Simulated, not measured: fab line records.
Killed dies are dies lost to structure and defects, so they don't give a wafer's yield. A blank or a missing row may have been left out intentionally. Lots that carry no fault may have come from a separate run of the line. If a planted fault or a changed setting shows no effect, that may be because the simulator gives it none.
Chamber matching | flow n5-finfet | cvd-co-01 running N5_BEOL_M5_CO_CAP_78: 3 sister chambers
The step material Co, precursor CCTBA/H2, target thk 2 nm, time 102.1 s. 3 wafers are shown with their chamber, then 12 later ones without.

WAFERS WITH THEIR CHAMBER
wafer  | chamber | heater-power-w (W)
L097.3 | 1       | 204
L097.4 | 0       | 255
L097.5 | 2       | 242

WAFERS WITH NO CHAMBER GIVEN
wafer  | heater-power-w (W)
L091.1 | 260
L091.2 | 209
L091.3 | 240
L092.1 | 253
L092.2 | 202
L092.5 | 244
L094.1 | 206
L094.5 | 254
L094.6 | 243
L082.1 | 206
L082.3 | 248
L082.6 | 251

WHICH CHAMBER EACH ONE RAN IN
wafer  | from the rows above     | in truth
L091.1 | 0                       | 0
L091.2 | 1                       | 1
L091.3 | 2                       | 2
L092.1 | 0                       | 0
L092.2 | 1                       | 1
L092.5 | 2                       | 2
L094.1 | 1                       | 1
L094.5 | 0                       | 0
L094.6 | 2                       | 2
L082.1 | 1                       | 1
L082.3 | can't be placed: 2 or 0 | 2
L082.6 | can't be placed: 0 or 2 | 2
10 of 12 placed correctly. Can't be placed from these rows: 2 (the true chamber is among the candidates in 2). Placed wrongly: 0.
How it was worked out, from the rows above alone: a wafer's distance from a chamber is the root of the sum, over the readings, of the square of ((its reading less the chamber's mean) divided by the reading's scatter). The wafer belongs to the nearest chamber; if the next one is less than 2 further off, it can't be placed. A chamber's mean is the mean of its shown wafers. The scatter (one wafer shown for each chamber): square how far every hidden wafer sits from the nearest shown wafer, average those squares and take the square root.
